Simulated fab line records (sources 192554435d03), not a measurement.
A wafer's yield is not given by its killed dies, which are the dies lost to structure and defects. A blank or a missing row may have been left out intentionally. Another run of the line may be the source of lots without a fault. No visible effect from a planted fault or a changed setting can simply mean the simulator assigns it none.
Chamber matching + flow n5Finfet + N5_BEOL_M3_STRIP_36 on rieDiel-01: 4 sister chambers
The step strips in N2/H2. 4 wafers are shown with their chamber, then 11 later ones without.

WAFERS PAIRED WITH THEIR CHAMBERS
| wafer  | chamber | drypumpMotorCurrentA (A) |
|--------|---------|--------------------------|
| L078.5 | 0       | 6.09                     |
| L084.3 | 1       | 5.93                     |
| L084.6 | 3       | 5.76                     |
| L087.1 | 2       | 5.28                     |

WAFERS WITH NO CHAMBER GIVEN
| wafer  | drypumpMotorCurrentA (A) |
|--------|--------------------------|
| L087.3 | 6.12                     |
| L087.6 | 6.13                     |
| L090.1 | 5.27                     |
| L090.2 | 6.12                     |
| L090.3 | 5.75                     |
| L092.4 | 6.10                     |
| L092.5 | 5.74                     |
| L092.6 | 5.27                     |
| L093.1 | 5.72                     |
| L093.5 | 5.98                     |
| L093.6 | 5.72                     |

WHICH CHAMBER EACH WENT THROUGH
| wafer  | from the rows above     | in truth |
|--------|-------------------------|----------|
| L087.3 | 0                       | 0        |
| L087.6 | 0                       | 0        |
| L090.1 | 2                       | 2        |
| L090.2 | 0                       | 0        |
| L090.3 | 3                       | 3        |
| L092.4 | 0                       | 0        |
| L092.5 | 3                       | 3        |
| L092.6 | 2                       | 2        |
| L093.1 | 3                       | 3        |
| L093.5 | can't be placed: 1 or 0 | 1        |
| L093.6 | 3                       | 3        |
10 of 11 placed correctly. These rows do not allow placing 1 (true chamber among the candidates in 1). Wrongly placed: 0.
How it was worked out, from the rows above alone: a wafer's distance from a chamber is the root of the sum, over the readings, of the square of ((its reading less the chamber's mean) divided by the reading's scatter). The wafer belongs to the nearest chamber; if the next one is less than 2 further off, it can't be placed. The mean given for a chamber averages the wafers shown for that chamber. The scatter (one wafer shown for each chamber): square how far every hidden wafer sits from the nearest shown wafer, average those squares and take the square root.
